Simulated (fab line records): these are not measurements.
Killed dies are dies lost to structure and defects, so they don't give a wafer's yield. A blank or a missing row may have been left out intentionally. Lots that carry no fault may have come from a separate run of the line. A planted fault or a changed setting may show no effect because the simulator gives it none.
Matching of chambers | flow nand_harc | NHARC_P_M2_DEP_33 on pecvd-04: 3 sister chambers
The step deposits SiCN, target thk 30 nm. 14 wafers are shown with their chamber, then 7 later ones without.

== WAFERS PAIRED WITH THEIR CHAMBERS ==
wafer  | chamber | heater_power_w (W)
L074.2 | 2       | 637
L074.4 | 0       | 486
L074.5 | 1       | 610
L081.1 | 0       | 489
L081.2 | 2       | 673
L081.3 | 1       | 696
L081.4 | 0       | 487
L081.5 | 1       | 713
L081.6 | 2       | 674
L082.3 | 2       | 729
L082.4 | 0       | 458
L082.6 | 2       | 701
L085.1 | 0       | 419
L085.4 | 0       | 434

SIGNATURES (averages over the wafers above)
reading        | chamber 0 | chamber 1 | chamber 2 | scatter within a chamber
heater_power_w | 462.17    | 673.00    | 682.80    | 37.4
Rule: a wafer's distance from a chamber is the root of the sum, over the readings, of the square of ((its reading less the chamber's mean) divided by the reading's scatter). If the next closest chamber is less than 2 further off than the closest, the wafer can't be placed; otherwise it belongs to the closest. The scatter: the root of (the sum of the squares of (reading less its chamber's mean) over the shown wafers, divided by (wafers less chambers)).

== WAFERS WHOSE CHAMBER IS MISSING ==
wafer  | heater_power_w (W)
L085.6 | 691
L086.3 | 692
L086.4 | 584
L086.6 | 709
L091.2 | 727
L091.5 | 712
L091.6 | 465

== WHICH CHAMBER EACH WENT THROUGH ==
wafer  | from the rows above          | in truth
L085.6 | can't be placed: 2 or 1      | 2
L086.3 | can't be placed: 2 or 1      | 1
L086.4 | can't be placed: 1 or 2 or 0 | 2
L086.6 | can't be placed: 2 or 1      | 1
L091.2 | can't be placed: 2 or 1      | 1
L091.5 | can't be placed: 2 or 1      | 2
L091.6 | 0                            | 0
Correct placement for 1 of the 7. Unplaceable from these rows: 6, with the true chamber sitting among the candidates in 6. Number placed wrongly: 0.
